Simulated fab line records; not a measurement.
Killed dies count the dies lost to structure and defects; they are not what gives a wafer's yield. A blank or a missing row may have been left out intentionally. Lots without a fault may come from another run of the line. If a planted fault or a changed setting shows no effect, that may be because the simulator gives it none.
Chamber matching + flow nand_harc + NHARC_P_ZERO_WELL_ETCH_63 on rie_si-04: 4 sister chambers
The step etches the open film in HBr/Cl2, target depth 120 nm, time 40.1 s. 16 wafers are shown with their chamber, then 8 later ones without.

## WAFERS PAIRED WITH THEIR CHAMBERS
| wafer  | chamber | drypump_motor_current_A (A) | oes_product_au (a.u.) | throttle_valve_pct (%) |
|--------|---------|-----------------------------|-----------------------|------------------------|
| L338.1 | 3       | 6.0                         | 0.997                 | 26.419                 |
| L338.3 | 2       | 5.7                         | 1.017                 | 26.391                 |
| L338.6 | 3       | 6.0                         | 0.994                 | 26.393                 |
| L339.3 | 1       | 6.0                         | 1.010                 | 26.388                 |
| L339.5 | 2       | 5.7                         | 1.006                 | 26.410                 |
| L339.6 | 3       | 6.0                         | 1.008                 | 26.410                 |
| L343.1 | 0       | 5.8                         | 0.997                 | 26.405                 |
| L343.2 | 1       | 5.9                         | 1.006                 | 26.400                 |
| L343.6 | 2       | 5.7                         | 1.002                 | 26.411                 |
| L349.1 | 3       | 6.0                         | 0.995                 | 26.407                 |
| L349.4 | 2       | 5.7                         | 1.001                 | 26.410                 |
| L349.5 | 3       | 6.0                         | 0.994                 | 26.406                 |
| L350.2 | 1       | 5.9                         | 1.009                 | 26.409                 |
| L350.3 | 3       | 6.0                         | 0.997                 | 26.410                 |
| L350.4 | 0       | 5.9                         | 0.986                 | 26.416                 |
| L359.3 | 1       | 5.9                         | 0.997                 | 26.389                 |

SIGNATURES, as means of the wafers listed above
| reading                 | chamber 0 | chamber 1 | chamber 2 | chamber 3 | scatter within a chamber |
|-------------------------|-----------|-----------|-----------|-----------|--------------------------|
| drypump_motor_current_A | 5.850     | 5.925     | 5.700     | 6.000     | 0.0323                   |
| oes_product_au          | 0.99150   | 1.00550   | 1.00650   | 0.99750   | 0.00624                  |
| throttle_valve_pct      | 26.41050  | 26.39650  | 26.40550  | 26.40750  | 0.00911                  |
Rule: a wafer lies at a distance from a chamber equal to the root of the sum of squares, over the readings, of (its reading less the chamber's mean, divided by the reading's scatter). The wafer belongs to the nearest chamber; if the next one is less than 2 further off, it can't be placed. How the scatter is found: for the shown wafers, subtract from each reading the mean of its chamber, square and add these, divide the total by (wafers less chambers), then take the root.

## WAFERS WITH NO CHAMBER GIVEN
| wafer  | drypump_motor_current_A (A) | oes_product_au (a.u.) | throttle_valve_pct (%) |
|--------|-----------------------------|-----------------------|------------------------|
| L359.5 | 5.8                         | 1.014                 | 26.394                 |
| L359.6 | 6.0                         | 1.005                 | 26.406                 |
| L360.2 | 5.7                         | 1.013                 | 26.405                 |
| L360.3 | 6.0                         | 1.002                 | 26.409                 |
| L360.6 | 6.0                         | 1.010                 | 26.398                 |
| L361.3 | 5.8                         | 0.998                 | 26.406                 |
| L361.5 | 6.0                         | 1.007                 | 26.406                 |
| L361.6 | 5.7                         | 1.004                 | 26.402                 |

## EACH ONE'S CHAMBER
| wafer  | from the rows above          | in truth                   |
|--------|------------------------------|----------------------------|
| L359.5 | can't be placed: 2 or 1 or 0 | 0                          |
| L359.6 | can't be placed: 3 or 1      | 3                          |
| L360.2 | 2                            | 2                          |
| L360.3 | 3                            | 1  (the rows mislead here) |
| L360.6 | can't be placed: 3 or 1      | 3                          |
| L361.3 | can't be placed: 0 or 2      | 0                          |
| L361.5 | can't be placed: 3 or 1      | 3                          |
| L361.6 | 2                            | 2                          |
Correctly placed: 2 of 8. Not placeable from these rows: 5 (in 5, the candidates include the true chamber). 1 placed wrongly.
